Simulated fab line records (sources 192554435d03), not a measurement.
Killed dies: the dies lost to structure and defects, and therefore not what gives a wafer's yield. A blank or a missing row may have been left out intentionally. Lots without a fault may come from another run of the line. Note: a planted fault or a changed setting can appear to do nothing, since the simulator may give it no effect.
3 desks, one fault || flow n5Finfet || every desk sees just its own numbers, and what lay behind them comes last

## TOOL OWNER'S DESK, pecvd-04
The tool's own readings at N5_BEOL_M12_ILD_DEP_00 (deposits SiOC from DEMS/O2, target thk 658.92 nm, time 130.7 s): means of the sampled wafers that have a number, for each lot that ran on this tool. If a lot's mean is further than 4 standard deviations from the usual mean, the lot is out of limits and carries the mark OUT (the distance appears in the brackets).
Columns: A = heaterPowerW at N5_BEOL_M12_ILD_DEP_00, usual 452 W; B = runLengthS at N5_BEOL_M12_ILD_DEP_00, usual 175.3 s; C = showerheadPlenumPTorr at N5_BEOL_M12_ILD_DEP_00, usual 5.689 Torr; D = throttleValvePct at N5_BEOL_M12_ILD_DEP_00, usual 11.9 %
{"lot": "L548", "first seen here": "day 11 11:08", "A": 422, "B": 174.9, "C": 5.684, "D": 12.1}
{"lot": "L550", "first seen here": "day 12 01:36", "A": 477, "B": 174.9, "C": 5.693, "D": 12.1}
{"lot": "L552", "first seen here": "day 12 11:43", "A": 441, "B": 175.1, "C": 5.692, "D": 11.9}
{"lot": "L557", "first seen here": "day 14 14:11", "A": 433, "B": "181.0 (+9.8) OUT", "C": 5.711, "D": 12.4}
This desk's finding: out of limits on L557; first on L557, day 14 14:11 (runLengthS at N5_BEOL_M12_ILD_DEP_00). In limits: L548, L550, L552.

## THE DEFECT DESK
Inspection counts along the route, by lot: the mean over sampled wafers that carry a number. If a lot's mean is further than 4 standard deviations from the usual mean, the lot is out of limits and carries the mark OUT (the distance appears in the brackets).
Columns: A = rawDefectCount at N5_BEOL_M11_INSPECT_58, usual 71
{"lot": "L543", "first seen here": "day 10 21:50", "A": 69}
{"lot": "L545", "first seen here": "day 11 01:40", "A": 82}
{"lot": "L548", "first seen here": "day 11 11:06", "A": 72}
{"lot": "L550", "first seen here": "day 12 01:34", "A": 55}
{"lot": "L552", "first seen here": "day 12 11:41", "A": 43}
{"lot": "L557", "first seen here": "day 14 14:08", "A": 89}
{"lot": "L562", "first seen here": "day 15 12:35", "A": 72}
{"lot": "L563", "first seen here": "day 15 14:23", "A": 63}
{"lot": "L566", "first seen here": "day 16 23:05", "A": 86}
Result from this desk: across the 9 lots, nothing is out of limits.

## METROLOGY DESK
What the gauges read, lot by lot, whatever tool the lot ran on: means of the sampled wafers that have a number. If a lot's mean is further than 4 standard deviations from the usual mean, the lot is out of limits and carries the mark OUT (the distance appears in the brackets).
Columns: A = M11_THK at N5_BEOL_M11_THK_MEAS_53, usual 138 nm; B = M12_ILD_THK at N5_BEOL_M12_THK_MEAS_01, usual 661 nm
{"lot": "L543", "first seen here": "day 10 21:41", "A": 139, "B": 666}
{"lot": "L545", "first seen here": "day 11 01:30", "A": 134, "B": 653}
{"lot": "L548", "first seen here": "day 11 10:55", "A": 136, "B": 669}
{"lot": "L550", "first seen here": "day 12 01:25", "A": 137, "B": 657}
{"lot": "L552", "first seen here": "day 12 11:32", "A": 135, "B": 663}
{"lot": "L557", "first seen here": "day 14 13:59", "A": 137, "B": 686}
{"lot": "L562", "first seen here": "day 15 12:26", "A": 140, "B": 660}
{"lot": "L563", "first seen here": "day 15 14:14", "A": 139, "B": 665}
{"lot": "L566", "first seen here": "day 16 22:56", "A": 141, "B": 655}
Result from this desk: across the 9 lots, nothing is out of limits.

## TAKEN TOGETHER
An alarm could have come from the tool owner's desk at day 14 14:11, on L557.
The defect desk saw nothing out of limits.
The metrology desk saw nothing out of limits.
The defect desk has L557 on record, within its limits.
The metrology desk has L557 on record, within its limits.
N5_BEOL_M12_ILD_DEP_00 was run on pecvd-04 by each of the lots named.

## WHAT THE SIMULATOR HAD INSERTED
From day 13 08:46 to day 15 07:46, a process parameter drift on pecvd-04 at N5_BEOL_M12_ILD_DEP_00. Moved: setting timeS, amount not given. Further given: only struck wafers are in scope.
Shown lots that were struck: L557.
Hours from the fault's start to each desk's first reading out of limits: the tool owner's desk, 29.
